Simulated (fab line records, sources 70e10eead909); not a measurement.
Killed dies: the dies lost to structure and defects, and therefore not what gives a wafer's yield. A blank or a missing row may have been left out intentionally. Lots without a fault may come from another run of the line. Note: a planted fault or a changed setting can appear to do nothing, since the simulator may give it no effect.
Chamber matching || flow nandHarc || NHARC_P_M0_DESCUM_14 on rieDiel-02 has 4 sister chambers
The step chemistry O2, time 3 s. 8 wafers are shown with their chamber, then 7 later ones without.

WAFERS WITH THEIR CHAMBER
{"wafer": "L753.1", "chamber": 1, "drypumpMotorCurrentA (A)": 5.0, "showerheadPlenumPTorr (Torr)": 1.94}
{"wafer": "L753.4", "chamber": 0, "drypumpMotorCurrentA (A)": 6.6, "showerheadPlenumPTorr (Torr)": 2.01}
{"wafer": "L755.6", "chamber": 0, "drypumpMotorCurrentA (A)": 6.7, "showerheadPlenumPTorr (Torr)": 2.00}
{"wafer": "L760.6", "chamber": 2, "drypumpMotorCurrentA (A)": 5.5, "showerheadPlenumPTorr (Torr)": 1.95}
{"wafer": "L766.3", "chamber": 1, "drypumpMotorCurrentA (A)": 5.0, "showerheadPlenumPTorr (Torr)": 1.93}
{"wafer": "L766.6", "chamber": 3, "drypumpMotorCurrentA (A)": 5.5, "showerheadPlenumPTorr (Torr)": 1.99}
{"wafer": "L767.3", "chamber": 3, "drypumpMotorCurrentA (A)": 5.6, "showerheadPlenumPTorr (Torr)": 1.99}
{"wafer": "L767.4", "chamber": 2, "drypumpMotorCurrentA (A)": 5.5, "showerheadPlenumPTorr (Torr)": 1.94}

WAFERS WITHOUT THEIR CHAMBER
{"wafer": "L767.5", "drypumpMotorCurrentA (A)": 5.5, "showerheadPlenumPTorr (Torr)": 1.94}
{"wafer": "L768.2", "drypumpMotorCurrentA (A)": 5.1, "showerheadPlenumPTorr (Torr)": 1.92}
{"wafer": "L768.3", "drypumpMotorCurrentA (A)": 5.5, "showerheadPlenumPTorr (Torr)": 1.94}
{"wafer": "L768.6", "drypumpMotorCurrentA (A)": 5.5, "showerheadPlenumPTorr (Torr)": 1.94}
{"wafer": "L773.2", "drypumpMotorCurrentA (A)": 5.1, "showerheadPlenumPTorr (Torr)": 1.92}
{"wafer": "L773.4", "drypumpMotorCurrentA (A)": 5.5, "showerheadPlenumPTorr (Torr)": 1.93}
{"wafer": "L773.5", "drypumpMotorCurrentA (A)": 5.5, "showerheadPlenumPTorr (Torr)": 1.93}

THE CHAMBER EACH PASSED THROUGH
{"wafer": "L767.5", "from the rows above": 2, "in truth": 2}
{"wafer": "L768.2", "from the rows above": 1, "in truth": 1}
{"wafer": "L768.3", "from the rows above": 2, "in truth": 2}
{"wafer": "L768.6", "from the rows above": 2, "in truth": 2}
{"wafer": "L773.2", "from the rows above": 1, "in truth": 1}
{"wafer": "L773.4", "from the rows above": 2, "in truth": 2}
{"wafer": "L773.5", "from the rows above": 2, "in truth": 2}
7 of 7 placed correctly. Not placeable from these rows: 0. 0 placed wrongly.
How it was worked out, from the rows above alone: a wafer's distance from a chamber is the root of the sum, over the readings, of the square of ((its reading less the chamber's mean) divided by the reading's scatter). The wafer belongs to the nearest chamber; if the next one is less than 2 further off, it can't be placed. The mean given for a chamber averages the wafers shown for that chamber. The scatter is the square root of a quotient: the sum, over the shown wafers, of each reading's squared deviation from its chamber's mean, divided by wafers minus chambers.
